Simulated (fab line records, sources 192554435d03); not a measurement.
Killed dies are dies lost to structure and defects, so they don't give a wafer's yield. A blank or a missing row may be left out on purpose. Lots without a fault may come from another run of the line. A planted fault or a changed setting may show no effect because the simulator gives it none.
Chamber matching | flow n5_finfet | N5_HKMG_FIN_ALD_71 on ald_metal-04: 4 sister chambers
The step deposits TiN, target thk 1 nm, pulse time 1 s, purge time 3 s. 4 wafers are shown with their chamber, then 8 later ones without.

WAFERS WITH THEIR CHAMBER
wafer  | chamber | heater_power_w (W)
L080.2 | 1       | 765
L082.4 | 0       | 709
L083.5 | 2       | 814
L084.1 | 3       | 885

WAFERS WITHOUT THEIR CHAMBER
wafer  | heater_power_w (W)
L084.5 | 718
L084.6 | 853
L095.4 | 746
L095.5 | 698
L095.6 | 871
L097.4 | 828
L097.5 | 747
L097.6 | 703

WHICH CHAMBER EACH WENT THROUGH
wafer  | from the rows above     | in truth
L084.5 | 0                       | 0
L084.6 | can't be placed: 3 or 2 | 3
L095.4 | can't be placed: 1 or 0 | 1
L095.5 | 0                       | 0
L095.6 | 3                       | 3
L097.4 | 2                       | 2
L097.5 | can't be placed: 1 or 0 | 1
L097.6 | 0                       | 0
Placed correctly: 5 of 8. Can't be placed from these rows: 3 (the true chamber is among the candidates in 3). Placed wrongly: 0.
How it was worked out, from the rows above alone: a wafer's distance from a chamber is the root of the sum, over the readings, of the square of ((its reading less the chamber's mean) divided by the reading's scatter). The wafer belongs to the nearest chamber; if the next one is less than 2 further off, it can't be placed. A chamber's mean is the mean of its shown wafers. The scatter: with one shown wafer a chamber, the root of the mean of the squares of how far each hidden wafer lies from its nearest shown one.
